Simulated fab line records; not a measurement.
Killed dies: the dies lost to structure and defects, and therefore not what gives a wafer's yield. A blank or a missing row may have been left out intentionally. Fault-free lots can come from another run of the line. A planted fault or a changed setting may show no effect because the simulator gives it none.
Comparing a struck lot with a sound one | flow nand harc | 17 steps out of a route of 1302
Sound: the wafers L449.2, L449.3, L449.4. Struck: wafer L448.2 (L448.3, L448.4, from the same lot, were not struck and are left out); the cause is given at the end.
Order at every step that has rows: each side's tool, ch and its chambers, its first start. Under that, the readings that differ: sound wafers | struck wafers | difference of the means | sigmas: that difference in standard deviations of wafers without a fault.
alike: words and numbers the same on both sides, and readings whose means are apart by under 2 such deviations; not compared: readings that were withheld, readings missing a value for some wafer, numbers with overlapping values and no deviation given by the record, and bounds like >300 which may hide the same value.
A row with sigmas, a row that says differs or no value, or rows on one side alone: a step with any of these is where the two part. Non-overlapping numbers with no deviation appear without sigmas and do not part them. A reading missing from all wafers of one side parts the sides only when that side holds two or more wafers.

first, 2 steps without rows for these wafers: NHARC_P_M2_ETCH_35 (etches the open film in N2/H2, target depth 40 nm, overetch 12 nm, time 43.94 s); NHARC_P_M2_ETCH_15 (etches the open film in C4F8/Ar, target depth 182.5 nm, time 91.2 s).
NHARC_P_M2_CD_MEAS_16:
  sound: cd sem-01 at day 12 15:18; struck: cd sem-01 at day 12 13:25
  alike: cd nm
NHARC_P_M2_STRIP_18: strips in N2/H2.
  sound on rie diel-13 ch 0,1,2, day 12 15:22; struck on rie diel-10 ch 3, day 12 13:29
  reading                | sound | struck | difference | sigmas
  rf hours counter h (h) | 7 7 6 | 1      | -6         |
  alike: drypump motor current A, oes product au, rf vpp V, showerhead plenum p Torr, throttle valve pct
then, 2 steps without rows for these wafers: NHARC_P_M2_ETCH_28 (etches the open film in CF4/N2, target depth 30 nm, time 72.99 s); NHARC_P_M2_STRIP_19 (strips in post etch residue remover, time 600 s).
NHARC_P_M2_DEGAS_29: time 60 s.
  sound: pvd sputter-03 at day 12 16:01; struck: pvd sputter-03 at day 12 14:08
  alike: heater power w
NHARC_P_M2_PRE_CLEAN_30: time 30 s.
  sound on pvd sputter-03; struck on pvd sputter-03
  alike: heater power w
NHARC_P_M2_PVD_20: deposits TaN, target thk 5 nm, time 8.06 s.
  sound on pvd sputter-03; struck on pvd sputter-03
  alike: bias v, throttle valve pct
then, 3 steps without rows for these wafers: NHARC_P_M2_PVD_21 (deposits Cu, target thk 30 nm, time 20.49 s); NHARC_P_M2_ECD_22 (material Cu, target thk 400 nm); NHARC_P_M2_ANNEAL_31 (time 90 s).
NHARC_P_M2_CMP_23: polishes, t overpolish 20 s, target thk 144.3 nm.
  sound on cmp-02 ch 0,1,3, day 12 17:10; struck on cmp-03 ch 1, day 12 15:13
  reading                | sound          | struck | difference | sigmas
  time to endpoint s (s) | 26.2 30.9 30.0 | 37.3   | +8.3       | +4
  alike: edge zone pressure frac, motor current A
NHARC_P_M2_THK_MEAS_24: measures by xrf.
  sound: film metro-01 at day 12 17:26; struck: film metro-01 at day 12 15:32
  reading     | sound             | struck | difference | sigmas
  thk nm (nm) | 145.0 144.9 143.3 | 152.1  | +7.7       | +6
following that, these wafers have no rows for 1 step: NHARC_P_M2_SRD_25.
NHARC_P_M2_INSPECT_27:
  sound: defect inspect-02 at day 12 17:36; struck: defect inspect-02 at day 12 15:41
  reading          | sound       | struck | difference | sigmas
  raw defect count | 709 272 409 | 4562   | +4099      | +41
NHARC_P_M2_PRE_CLEAN_32: time 12 s.
  sound on pecvd-02 ch 0,1, day 12 17:40; struck on pecvd-03 ch 1, day 12 15:46
  alike: heater power w

== WHERE THEY PART ==
First at NHARC_P_M2_CMP_23; last, within this record, at NHARC_P_M2_INSPECT_27. Later steps at which nothing parts them and some readings are alike: NHARC_P_M2_PRE_CLEAN_32.

WHY: whatever the simulator had introduced
cmp-03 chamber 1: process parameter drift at NHARC_P_M2_CMP_23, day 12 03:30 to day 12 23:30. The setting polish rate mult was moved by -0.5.
